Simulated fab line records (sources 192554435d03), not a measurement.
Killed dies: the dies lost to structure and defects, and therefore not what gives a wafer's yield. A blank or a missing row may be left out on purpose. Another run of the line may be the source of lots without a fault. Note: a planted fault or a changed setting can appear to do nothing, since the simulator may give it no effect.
Matching of chambers / flow n5-finfet / N5_WELL_APT_DESCUM_13 on rie-diel-04 has 4 sister chambers
The step chemistry O2, time 7.9 s. 8 wafers are shown with their chamber, then 8 later ones without.

WAFERS PAIRED WITH THEIR CHAMBERS
wafer=L515.1; chamber=2; drypump-motor-current-A (A)=5.39; showerhead-plenum-p-Torr (Torr)=2.17
wafer=L518.5; chamber=1; drypump-motor-current-A (A)=5.89; showerhead-plenum-p-Torr (Torr)=2.07
wafer=L530.1; chamber=0; drypump-motor-current-A (A)=5.87; showerhead-plenum-p-Torr (Torr)=2.08
wafer=L530.2; chamber=2; drypump-motor-current-A (A)=5.39; showerhead-plenum-p-Torr (Torr)=2.17
wafer=L532.3; chamber=1; drypump-motor-current-A (A)=5.92; showerhead-plenum-p-Torr (Torr)=2.07
wafer=L532.4; chamber=3; drypump-motor-current-A (A)=5.25; showerhead-plenum-p-Torr (Torr)=2.19
wafer=L532.5; chamber=3; drypump-motor-current-A (A)=5.23; showerhead-plenum-p-Torr (Torr)=2.19
wafer=L533.2; chamber=0; drypump-motor-current-A (A)=5.84; showerhead-plenum-p-Torr (Torr)=2.07

WAFERS WITH NO CHAMBER GIVEN
wafer=L533.3; drypump-motor-current-A (A)=5.92; showerhead-plenum-p-Torr (Torr)=2.06
wafer=L533.5; drypump-motor-current-A (A)=5.39; showerhead-plenum-p-Torr (Torr)=2.16
wafer=L536.1; drypump-motor-current-A (A)=5.92; showerhead-plenum-p-Torr (Torr)=2.06
wafer=L536.2; drypump-motor-current-A (A)=5.38; showerhead-plenum-p-Torr (Torr)=2.16
wafer=L536.6; drypump-motor-current-A (A)=5.23; showerhead-plenum-p-Torr (Torr)=2.19
wafer=L537.1; drypump-motor-current-A (A)=5.21; showerhead-plenum-p-Torr (Torr)=2.19
wafer=L537.2; drypump-motor-current-A (A)=5.88; showerhead-plenum-p-Torr (Torr)=2.06
wafer=L537.5; drypump-motor-current-A (A)=5.21; showerhead-plenum-p-Torr (Torr)=2.19

THE CHAMBER EACH PASSED THROUGH
wafer=L533.3; from the rows above=1; in truth=1
wafer=L533.5; from the rows above=2; in truth=2
wafer=L536.1; from the rows above=1; in truth=1
wafer=L536.2; from the rows above=2; in truth=2
wafer=L536.6; from the rows above=3; in truth=3
wafer=L537.1; from the rows above=3; in truth=3
wafer=L537.2; from the rows above=can't be placed: 1 or 0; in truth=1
wafer=L537.5; from the rows above=3; in truth=3
Correct placement for 7 of the 8. Cannot be placed on the basis of these rows: 1; the candidates contain the true chamber in 1. Wrongly placed: 0.
How it was worked out, from the rows above alone: a wafer's distance from a chamber is the root of the sum, over the readings, of the square of ((its reading less the chamber's mean) divided by the reading's scatter). The wafer belongs to the nearest chamber; if the next one is less than 2 further off, it can't be placed. For every chamber, the mean is computed from those of its wafers that are shown. The scatter is the square root of a quotient: the sum, over the shown wafers, of each reading's squared deviation from its chamber's mean, divided by wafers minus chambers.
